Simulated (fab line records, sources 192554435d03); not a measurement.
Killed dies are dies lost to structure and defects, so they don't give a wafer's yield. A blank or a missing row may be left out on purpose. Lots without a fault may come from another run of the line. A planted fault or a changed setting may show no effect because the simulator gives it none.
Which tool did it? | flow n5_finfet | 10 lots, 27 wafers sampled, at 5 steps of a route of 1938

WHAT THE GAUGES READ, wafer by wafer
N5_BEOL_M2_OVL_MEAS_12. Usual: M2_OVL 0.2 nm, standard deviation 0.56.
lot  | measured     | on         | M2_OVL (nm)    | flag
L939 | day 6 19:01  | overlay-02 | 0.0 0.4 -0.1   |
L941 | day 7 09:23  | overlay-02 | 0.3 0.4        |
L942 | day 7 17:41  | overlay-02 | 0.3 0.0 0.8    |
L943 | day 8 00:23  | overlay-01 | 0.6 0.7 0.7    |
L944 | day 8 01:29  | overlay-02 | -0.4 -0.8 -0.1 |
L946 | day 8 17:17  | overlay-02 | 0.9 0.8 0.5    |
L954 | day 10 14:56 | overlay-02 | 0.9 0.8        |
L955 | day 10 21:17 | overlay-01 | 0.4 0.2        |
L957 | day 11 10:52 | overlay-01 | 0.4 0.1 1.6    |
L958 | day 11 11:36 | overlay-02 | -0.1 0.2 0.2   |

N5_BEOL_M4_RC_MEAS_101. Usual: DIBL_N 35.9 mV/V, standard deviation 1.6; DIBL_P 35.6 mV/V, standard deviation 2.1; IOFF_N 0.149 nA/um, standard deviation 0.029; IOFF_P 0.20 nA/um, standard deviation 0.033; ION_N 671 uA/um, standard deviation 11; ION_P 460 uA/um, standard deviation 7.3; SS_N 71.4 mV/dec, standard deviation 0.62; SS_P 73.2 mV/dec, standard deviation 0.65; VT_N 251 mV, standard deviation 3.1; VT_P -251 mV, standard deviation 3.4.
lot  | measured     | on        | DIBL_N (mV/V)  | DIBL_P (mV/V)  | IOFF_N (nA/um)    | IOFF_P (nA/um) | ION_N (uA/um) | ION_P (uA/um) | SS_N (mV/dec)  | SS_P (mV/dec)  | VT_N (mV)   | VT_P (mV)      | flag
L939 | day 7 22:20  | prober-01 | 36.1 36.0 34.9 | 35.7 36.3 33.9 | 0.154 0.150 0.130 | 0.20 0.22 0.18 | 668 666 672   | 459 460 459   | 71.1 71.1 70.7 | 73.1 73.1 73.0 | 253 252 253 | -249 -248 -252 |
L941 | day 8 14:39  | prober-02 | 35.5 34.7      | 36.8 35.0      | 0.138 0.136       | 0.18 0.16      | 668 668       | 454 452       | 71.2 71.5      | 73.5 72.3      | 251 253     | -256 -256      |
L942 | day 9 00:58  | prober-02 | 34.9 32.3 33.7 | 35.5 33.0 34.1 | 0.133 0.114 0.122 | 0.19 0.16 0.18 | 665 669 667   | 451 456 464   | 71.9 70.5 70.7 | 72.9 73.0 72.4 | 252 254 252 | -251 -253 -254 |
L943 | day 9 07:43  | prober-02 | 35.4 34.4 36.6 | 33.4 31.4 34.7 | 0.133 0.114 0.152 | 0.18 0.15 0.19 | 668 664 677   | 459 456 459   | 70.8 71.0 71.3 | 72.8 72.5 73.8 | 251 254 250 | -251 -254 -251 |
L944 | day 9 04:26  | prober-02 | 36.4 35.6 36.7 | 36.1 37.0 38.0 | 0.144 0.144 0.158 | 0.17 0.18 0.20 | 659 665 668   | 444 452 459   | 72.3 71.3 71.3 | 72.7 72.4 73.1 | 252 250 251 | -258 -254 -252 |
L946 | day 9 17:02  | prober-01 | 36.0 36.4 36.3 | 38.9 37.9 38.7 | 0.162 0.158 0.175 | 0.24 0.22 0.24 | 676 681 704   | 477 468 480   | 70.3 71.3 71.8 | 73.6 73.6 73.8 | 250 248 248 | -247 -248 -245 |
L954 | day 11 17:46 | prober-02 | 36.0 35.8      | 33.6 34.2      | 0.126 0.125       | 0.16 0.17      | 662 663       | 457 459       | 71.7 71.1      | 72.8 73.1      | 252 254     | -255 -252      |
L955 | day 12 09:57 | prober-02 | 36.2 36.7      | 35.3 35.5      | 0.141 0.150       | 0.18 0.19      | 656 661       | 450 458       | 71.8 72.4      | 73.1 73.3      | 253 253     | -257 -254      |
L957 | day 12 17:01 | prober-02 | 35.2 34.2 35.3 | 34.6 32.9 34.5 | 0.132 0.123 0.137 | 0.20 0.18 0.19 | 664 653 656   | 459 455 454   | 71.1 71.3 71.7 | 73.1 72.2 72.8 | 252 254 253 | -249 -251 -250 |
L958 | day 12 19:22 | prober-01 | 35.7 33.7 36.3 | 34.9 32.6 35.9 | 0.132 0.110 0.150 | 0.20 0.17 0.21 | 672 651 664   | 465 454 453   | 72.0 70.9 71.7 | 73.4 72.2 73.2 | 254 254 252 | -250 -249 -248 |

WHICH TOOL RAN EACH LOT (tool, then ch and the chambers of the sampled wafers, then the start)
lot  | N5_BEOL_M2_ETCH_64                 | N5_BEOL_M2_ETCH_70                 | N5_BEOL_M2_STRIP_36
L939 | rie_diel-05 ch 1,2, day 6 19:13    | rie_diel-05 ch 1,2, day 6 20:31    | rie_diel-05 ch 1,2, day 6 20:41
L941 | rie_diel-06 ch 3, day 7 10:02      | rie_diel-05 ch 0,3, day 7 11:48    | rie_diel-05 ch 0,3, day 7 11:58
L942 | rie_diel-05 ch 0,1,3, day 7 18:32  | rie_diel-05 ch 0,1,3, day 7 23:34  | rie_diel-05 ch 0,1,3, day 7 23:44
L943 | rie_diel-06 ch 0,2,3, day 8 01:15  | rie_diel-02 ch 0,1, day 8 07:37    | rie_diel-02 ch 0,1, day 8 07:47
L944 | rie_diel-05 ch 1,2,3, day 8 02:29  | rie_diel-05 ch 1,2,3, day 8 07:15  | rie_diel-05 ch 1,2,3, day 8 07:25
L946 | rie_diel-06 ch 0,1,3, day 8 17:28  | rie_diel-02 ch 1,2,3, day 8 19:25  | rie_diel-02 ch 1,2,3, day 8 19:35
L954 | rie_diel-02 ch 0, day 10 15:06     | rie_diel-02 ch 0,1, day 10 16:15   | rie_diel-02 ch 0,1, day 10 16:25
L955 | rie_diel-05 ch 2, day 10 21:28     | rie_diel-02 ch 0,1, day 11 05:41   | rie_diel-02 ch 0,1, day 11 05:52
L957 | rie_diel-02 ch 1,3, day 11 11:20   | rie_diel-02 ch 0,2, day 11 16:05   | rie_diel-02 ch 0,2, day 11 16:14
L958 | rie_diel-02 ch 0,2,3, day 11 11:50 | rie_diel-05 ch 1,2,3, day 11 16:34 | rie_diel-05 ch 1,2,3, day 11 16:44
- N5_BEOL_M2_ETCH_64: etches SOC in N2/H2, target depth 75 nm, overetch 22.5 nm, time 121.9 s.
- N5_BEOL_M2_ETCH_70: etches SOC in N2/H2, target depth 80 nm, overetch 24 nm, time 130 s.
- N5_BEOL_M2_STRIP_36: strips in N2/H2.

WHAT THE TOOLS THEMSELVES READ (means of the sampled wafers that have a number; where no wafer has one, the mark that the record gives instead)
N5_BEOL_M2_ETCH_64. Usual: drypump_motor_current_A 5.8 A, standard deviation 0.5; oes_product_au 0.58 a.u., standard deviation 0.039; rf_vpp_V 524.9 V, standard deviation 1.8; showerhead_plenum_p_Torr 2.58 Torr, standard deviation 0.062; throttle_valve_pct 17.90 %, standard deviation 0.21.
lot  | tool        | drypump_motor_current_A (A) | oes_product_au (a.u.) | rf_vpp_V (V) | showerhead_plenum_p_Torr (Torr) | throttle_valve_pct (%) | flag
L939 | rie_diel-05 | 5.3                         | 0.59                  | 526.1        | 2.62                            | 17.70                  |
L941 | rie_diel-06 | 5.7                         | 0.63                  | 524.6        | 2.57                            | 17.90                  |
L942 | rie_diel-05 | 5.7                         | 0.62                  | 525.9        | 2.60                            | 17.79                  |
L943 | rie_diel-06 | 5.9                         | 0.58                  | 524.0        | 2.55                            | 17.97                  |
L944 | rie_diel-05 | 5.5                         | 0.60                  | 527.1        | 2.62                            | 17.72                  |
L946 | rie_diel-06 | 5.9                         | 0.56                  | 524.1        | 2.56                            | 17.99                  |
L954 | rie_diel-02 | 6.5                         | 0.63                  | 527.3        | 2.70                            | 17.99                  |
L955 | rie_diel-05 | 4.9                         | 0.55                  | 526.9        | 2.63                            | 17.67                  |
L957 | rie_diel-02 | 6.2                         | 0.54                  | 523.0        | 2.52                            | 17.91                  |
L958 | rie_diel-02 | 5.8                         | 0.57                  | 525.3        | 2.58                            | 18.12                  |

N5_BEOL_M2_ETCH_70. Usual: drypump_motor_current_A 5.7 A, standard deviation 0.51; oes_product_au 0.57 a.u., standard deviation 0.043; rf_vpp_V 525.1 V, standard deviation 2.1; run_length_s 153.4 s, standard deviation 0.49; showerhead_plenum_p_Torr 2.58 Torr, standard deviation 0.065; throttle_valve_pct 17.88 %, standard deviation 0.23.
lot  | tool        | drypump_motor_current_A (A) | oes_product_au (a.u.) | rf_vpp_V (V) | run_length_s (s) | showerhead_plenum_p_Torr (Torr) | throttle_valve_pct (%) | flag
L939 | rie_diel-05 | 5.3                         | 0.58                  | 526.0        | 153.3            | 2.62                            | 17.71                  |
L941 | rie_diel-05 | 5.5                         | 0.59                  | 525.2        | 153.2            | 2.61                            | 17.71                  |
L942 | rie_diel-05 | 5.7                         | 0.60                  | 526.3        | 153.2            | 2.59                            | 17.79                  |
L943 | rie_diel-02 | 6.4                         | 0.56                  | 524.1        | 152.8            | 2.58                            | 17.80                  |
L944 | rie_diel-05 | 5.5                         | 0.58                  | 526.1        | 153.5            | 2.62                            | 17.72                  |
L946 | rie_diel-02 | 5.8                         | 0.54                  | 523.1        | 153.3            | 2.53                            | 18.01                  |
L954 | rie_diel-02 | 6.4                         | 0.59                  | 525.7        | 147.4            | 2.60                            | 17.87                  | OFF
L955 | rie_diel-02 | 6.4                         | 0.58                  | 524.6        | 147.3            | 2.60                            | 17.88                  | OFF
L957 | rie_diel-02 | 5.6                         | 0.56                  | 524.9        | 149.8            | 2.57                            | 18.12                  | OFF
L958 | rie_diel-05 | 5.5                         | 0.56                  | 526.2        | 153.6            | 2.61                            | 17.77                  |

N5_BEOL_M2_STRIP_36. Usual: drypump_motor_current_A 5.7 A, standard deviation 0.51; oes_product_au 0.77 a.u., standard deviation 0.063; rf_vpp_V 59.1 V, standard deviation 1.5; showerhead_plenum_p_Torr 2.58 Torr, standard deviation 0.066; throttle_valve_pct 23.70 %, standard deviation 0.27.
lot  | tool        | drypump_motor_current_A (A) | oes_product_au (a.u.) | rf_vpp_V (V) | showerhead_plenum_p_Torr (Torr) | throttle_valve_pct (%) | flag
L939 | rie_diel-05 | 5.3                         | 0.78                  | 59.5         | 2.62                            | 23.58                  |
L941 | rie_diel-05 | 5.5                         | 0.81                  | 59.2         | 2.60                            | 23.46                  |
L942 | rie_diel-05 | 5.7                         | 0.81                  | 60.4         | 2.59                            | 23.64                  |
L943 | rie_diel-02 | 6.3                         | 0.76                  | 59.7         | 2.58                            | 23.65                  |
L944 | rie_diel-05 | 5.5                         | 0.80                  | 60.1         | 2.62                            | 23.60                  |
L946 | rie_diel-02 | 5.8                         | 0.73                  | 57.9         | 2.53                            | 23.81                  |
L954 | rie_diel-02 | 6.4                         | 0.76                  | 60.8         | 2.60                            | 23.73                  |
L955 | rie_diel-02 | 6.4                         | 0.76                  | 58.2         | 2.60                            | 23.73                  |
L957 | rie_diel-02 | 5.6                         | 0.74                  | 58.1         | 2.57                            | 23.91                  |
L958 | rie_diel-05 | 5.5                         | 0.76                  | 59.1         | 2.61                            | 23.65                  |

THE ANSWER, worked out from the rows above alone
Rule: a lot is off if the mean of its wafers that have a number lies more than 3 standard deviations from the usual mean. A lot without any number at a reading at which 4 lots or more have one is off too. The other lots that the step has rows for count as sound. The gauges are gone through in route order, then the tools' own readings, and for those a lot's mean is taken as printed above. The first step at which some lot is off is used, and at that step the reading that is off furthest; a lot without a number counts as furthest.
Off: L954, L955, L957, at N5_BEOL_M2_ETCH_70 (run_length_s).
A tool fits if, at that step or a process step before it, it ran every lot that is off, and no sound lot after the first of them. One fits: rie_diel-02 at N5_BEOL_M2_ETCH_70. Its last sound lot is L946 (day 8 19:25), its first lot that is off L954 (day 10 16:15): a fault that began between those two fits.
The tool's own readings at N5_BEOL_M2_ETCH_70 bear it out: on the lots that are off they differ by more than 5 times the standard deviation of the sound lots' means. run_length_s reads 148.2 s there against 153.3 s on the sound lots.

WHAT THE SIMULATOR HAD PUT IN
Process parameter drift: rie_diel-02, from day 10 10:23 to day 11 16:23, at N5_BEOL_M2_ETCH_70. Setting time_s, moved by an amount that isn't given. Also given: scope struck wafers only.
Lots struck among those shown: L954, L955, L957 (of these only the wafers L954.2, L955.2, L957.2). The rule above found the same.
